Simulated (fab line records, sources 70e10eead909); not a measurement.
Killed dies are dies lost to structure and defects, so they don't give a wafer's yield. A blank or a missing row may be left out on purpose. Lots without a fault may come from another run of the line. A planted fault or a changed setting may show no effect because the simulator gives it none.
Problem report in the 8D (eight disciplines) form, filled by code | flow nand_harc | the parts of the form that need people (team, actions taken, sign-off) are left out

1. THE PROBLEM
rf_fwd_power_W at NHARC_P_GATE_ETCH_104 reads a mean of 432.6 W on 2 wafers of 2 lots; wafers without a fault read 492.1 W with a standard deviation of 2.7. That is -22 standard deviations from the usual mean.
The step: etches the open film in CF4/CHF3, target depth 60 nm.
First seen on wafer L151.5, day 8 05:34, on rie_diel-01. The record holds 33 wafers of 11 lots with a number at this step. Rule for "out", or "out of limits": more than 4 standard deviations from the usual mean. The other wafers with a number count as sound.

2. WHAT IT IS AND WHAT IT IS NOT
question                    | is               | is not
which readings at this step | rf_fwd_power_W   | cf4_flow_sccm, drypump_motor_current_A, rf_vpp_V, showerhead_plenum_p_Torr, throttle_valve_pct
which lots                  | L151, L153       | L138, L139, L141, L142, L143, L144, L145, L150, L157
which wafers of those lots  | L151.5, L153.3   | L151.3, L151.4, L153.1, L153.2
read on which tools         | rie_diel-01      | rie_diel-02, rie_diel-07
when                        | from day 8 05:34 | up to then (26 sound wafers); but 5 sound wafers of L153, L157 came after

3. SUSPECTS, AND WHAT RULES EACH OUT
Counting: a tool at a process step up to the reading stays a suspect if it ran every lot that is out. Sound lots after the first of them don't rule it out here, since some wafers of a struck lot are sound.
- cmp-02 at NHARC_P_STI_CMP_21 (polishes, t overpolish 20 s, target thk 380.67 nm): kept. It ran every lot that is out, first L151 (day 6 21:54); its last sound lot up to then is L145 (day 5 17:43).
- rie_diel-01 at NHARC_P_GATE_ETCH_104 (etches the open film in CF4/CHF3, target depth 60 nm): kept. It ran every lot that is out, first L151 (day 8 05:34); its last sound lot up to then is L150 (day 8 05:07). Its own readings are out on those wafers: rf_fwd_power_W.
- Within rie_diel-01 at NHARC_P_GATE_ETCH_104: the wafers that are out ran in chamber 2; their sound lot-mates ran in chambers 0, 1, 3.
Left after counting: cmp-02 at NHARC_P_STI_CMP_21, rie_diel-01 at NHARC_P_GATE_ETCH_104.

4. THE CAUSE (what the simulator had put in)
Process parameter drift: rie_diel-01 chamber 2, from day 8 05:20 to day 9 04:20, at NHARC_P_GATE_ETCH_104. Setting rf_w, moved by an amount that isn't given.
Counting left 2 suspects, and this tool is among them.

5. THE CHAIN OF EFFECTS, in route order
Each row: a reading whose mean over the struck wafers that have a number lies more than 3 standard deviations from the usual. Only readings for which the record gives a usual standard deviation are gone through. hours: the time from each lot's start at the first step in this table that gives one to its start at this step, as a median over the lots. sigmas: the change in usual standard deviations.
hours | step                  | reading        | usual      | on struck wafers | change | sigmas
0     | NHARC_P_GATE_ETCH_104 | oes_product_au | 0.947 a.u. | 0.884            | -0.063 | -3.7
0     | NHARC_P_GATE_ETCH_104 | rf_fwd_power_W | 492.1 W    | 432.6            | -59.5  | -22
The process steps in it:
- NHARC_P_GATE_ETCH_104: etches the open film in CF4/CHF3, target depth 60 nm.

6. WHAT WOULD HAVE CAUGHT IT SOONER
In this record the first reading out of limits was taken at day 8 05:34, 0 hours after the fault began at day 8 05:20.
